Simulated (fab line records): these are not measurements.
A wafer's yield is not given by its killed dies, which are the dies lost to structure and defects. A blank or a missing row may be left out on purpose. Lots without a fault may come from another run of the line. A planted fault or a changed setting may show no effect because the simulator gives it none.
Which tool is to blame? -- flow n5-finfet -- 30 wafers from 10 lots sampled at 5 of the route's 1938 steps

== WHAT THE GAUGES SHOWED, per wafer ==
N5_BEOL_M13_THK_MEAS_50: measures by xrf. Usual: for M13_THK the level is 416 nm and the standard deviation is 5.7.
lot,measured,on,M13_THK (nm),flag
L190,day 11 22:44,film-metro-01,416 419 420,
L191,day 12 08:29,film-metro-02,415 419 421,
L197,day 13 15:10,film-metro-01,419 413 412,
L198,day 14 02:23,film-metro-01,417 415 419,
L203,day 14 10:08,film-metro-02,419 422 424,
L201,day 14 10:35,film-metro-01,408 410 418,
L209,day 16 10:53,film-metro-02,424 429 421,
L210,day 17 12:08,film-metro-02,418 410 421,
L211,day 17 21:05,film-metro-02,418 424 422,
L212,day 17 22:53,film-metro-01,417 420 418,

== WHAT TOOL EACH LOT RAN ON (gives the tool, then ch and the chambers of the sampled wafers, and finally the start) ==
lot,N5_BEOL_M13_ETCH_67,N5_BEOL_M13_DEGAS_41,N5_BEOL_M13_SPUTTER_43,N5_BEOL_M13_CMP_49
L190,"rie-diel-03 ch 0,1, day 11 16:47","pvd-sputter-01, day 11 21:11","pvd-sputter-01, day 11 21:16","cmp-04 ch 1,2,3, day 11 22:28"
L191,"rie-diel-03 ch 1,2,3, day 12 05:53","pvd-sputter-01, day 12 07:22","pvd-sputter-01, day 12 07:26","cmp-04 ch 0,2,3, day 12 08:15"
L197,"rie-diel-02 ch 0,1,2, day 13 08:11","pvd-sputter-01, day 13 13:59","pvd-sputter-01, day 13 14:04","cmp-01 ch 1,2,3, day 13 14:59"
L198,"rie-diel-02 ch 1,2,3, day 13 22:19","pvd-sputter-01, day 14 00:56","pvd-sputter-01, day 14 01:01","cmp-04 ch 0,1,2, day 14 02:13"
L203,"rie-diel-04 ch 2,3, day 14 07:46","pvd-sputter-03, day 14 08:50","pvd-sputter-03, day 14 08:55","cmp-04 ch 0,1,2, day 14 09:55"
L201,"rie-diel-02 ch 0,1,2, day 14 08:17","pvd-sputter-03, day 14 09:12","pvd-sputter-03, day 14 09:17","cmp-01 ch 1,2,3, day 14 10:22"
L209,"rie-diel-02 ch 0,2,3, day 16 07:40","pvd-sputter-02, day 16 09:46","pvd-sputter-02, day 16 09:51","cmp-04 ch 2,3, day 16 10:35"
L210,"rie-diel-02 ch 1,2,3, day 17 06:25","pvd-sputter-01, day 17 10:45","pvd-sputter-01, day 17 10:50","cmp-03 ch 0,2, day 17 11:49"
L211,"rie-diel-03 ch 0,3, day 17 17:07","pvd-sputter-01, day 17 19:59","pvd-sputter-01, day 17 20:04","cmp-04 ch 1,3, day 17 20:50"
L212,"rie-diel-04 ch 2,3, day 17 19:41","pvd-sputter-01, day 17 21:46","pvd-sputter-01, day 17 21:50","cmp-01 ch 0,1,3, day 17 22:40"
- N5_BEOL_M13_ETCH_67: etches SiARC in CF4, target depth 143 nm, time 238.3 s.
- N5_BEOL_M13_DEGAS_41: time 60 s.
- N5_BEOL_M13_SPUTTER_43: material TaN, target thk 15 nm, time 24.19 s.
- N5_BEOL_M13_CMP_49: polishes, stops on SiOC, t overpolish 17.1 s, target thk 420 nm.

== WHAT THE TOOLS THEMSELVES READ (means of the sampled wafers that have a number; where no wafer has one, the mark that the record gives instead) ==
N5_BEOL_M13_ETCH_67. Usual: chamber-pressure-mTorr 40.00 mTorr, standard deviation 0.033; drypump-motor-current-A 5.8 A, standard deviation 0.4; etch-rf-on-time-s 239 s, standard deviation 4.9; mfc-ar-sccm 100.01 sccm, standard deviation 0.29; oes-product-au 0.67 a.u., standard deviation 0.077; rf-vpp-V 184.0 V, standard deviation 1.2; showerhead-plenum-p-Torr 2.14 Torr, standard deviation 0.071; throttle-valve-pct 15.61 %, standard deviation 0.24.
lot,tool,chamber-pressure-mTorr (mTorr),drypump-motor-current-A (A),etch-rf-on-time-s (s),mfc-ar-sccm (sccm),oes-product-au (a.u.),rf-vpp-V (V),showerhead-plenum-p-Torr (Torr),throttle-valve-pct (%),flag
L190,rie-diel-03,39.99,5.8,241,99.97,0.68,183.1,2.10,15.41,
L191,rie-diel-03,40.00,5.7,238,100.12,0.62,184.2,2.13,15.65,
L197,rie-diel-02,40.00,6.0,239,99.74,0.73,183.3,2.14,15.49,
L198,rie-diel-02,40.01,5.7,236,99.99,0.67,184.0,2.09,15.76,
L203,rie-diel-04,39.99,5.9,242,100.28,0.62,185.0,2.17,15.72,
L201,rie-diel-02,40.00,5.9,240,100.12,0.71,183.9,2.14,15.51,
L209,rie-diel-02,40.01,5.5,234,99.68,0.73,184.6,2.19,15.62,
L210,rie-diel-02,39.99,5.7,235,100.24,0.72,183.9,2.17,15.64,
L211,rie-diel-03,40.01,5.8,244,100.03,0.63,184.4,2.11,15.57,
L212,rie-diel-04,39.98,6.0,242,99.95,0.61,184.2,2.16,15.76,

N5_BEOL_M13_DEGAS_41. Usual: heater-power-w 342 W, standard deviation 29.
lot,tool,heater-power-w (W),flag
L190,pvd-sputter-01,345,
L191,pvd-sputter-01,338,
L197,pvd-sputter-01,338,
L198,pvd-sputter-01,348,
L203,pvd-sputter-03,348,
L201,pvd-sputter-03,344,
L209,pvd-sputter-02,331,
L210,pvd-sputter-01,307,
L211,pvd-sputter-01,307,
L212,pvd-sputter-01,346,

N5_BEOL_M13_SPUTTER_43. Usual: cathode-dc-power-W 15000 W, standard deviation 3; throttle-valve-pct 30.2 %, standard deviation 1.
lot,tool,cathode-dc-power-W (W),throttle-valve-pct (%),flag
L190,pvd-sputter-01,15002,31.3,
L191,pvd-sputter-01,15001,30.9,
L197,pvd-sputter-01,16647,31.6,OFF
L198,pvd-sputter-01,15823,30.5,OFF
L203,pvd-sputter-03,15004,30.5,
L201,pvd-sputter-03,15001,30.5,
L209,pvd-sputter-02,15003,30.1,
L210,pvd-sputter-01,14998,30.3,
L211,pvd-sputter-01,14998,30.1,
L212,pvd-sputter-01,14999,30.6,

N5_BEOL_M13_CMP_49. Usual: barrier-field-endpoint-s 30.7 s, standard deviation 0.83; motor-current-A 6.3 A, standard deviation 0.65.
lot,tool,barrier-field-endpoint-s (s),motor-current-A (A),flag
L190,cmp-04,31.1,6.3,
L191,cmp-04,29.6,6.5,
L197,cmp-01,32.2,6.6,
L198,cmp-04,32.8,6.3,
L203,cmp-04,30.4,6.3,
L201,cmp-01,29.6,6.8,
L209,cmp-04,29.9,6.0,
L210,cmp-03,31.9,6.4,
L211,cmp-04,30.3,6.3,
L212,cmp-01,30.0,6.1,

== THE ANSWER, worked out from the rows above alone ==
Rule: lot off if the mean of its wafers having a number is beyond 3 standard deviations from the usual mean. Also off: a lot with no number at a reading for which 4 or more lots have one. Where the step has rows for the other lots, those lots are counted as sound. The gauges are gone through in route order, then the tools' own readings, and for those a lot's mean is taken as printed above. At the first step where some lot is off, the reading lying furthest off is the one used; lots without a number count as furthest.
Off, at N5_BEOL_M13_SPUTTER_43 on cathode-dc-power-W: L197, L198.
If a tool, at that step or one of the process steps before it, ran each lot that is off and ran no sound lot following the first of them, it fits. No candidate that was tried fits.

== WHAT THE SIMULATOR HAD PUT IN ==
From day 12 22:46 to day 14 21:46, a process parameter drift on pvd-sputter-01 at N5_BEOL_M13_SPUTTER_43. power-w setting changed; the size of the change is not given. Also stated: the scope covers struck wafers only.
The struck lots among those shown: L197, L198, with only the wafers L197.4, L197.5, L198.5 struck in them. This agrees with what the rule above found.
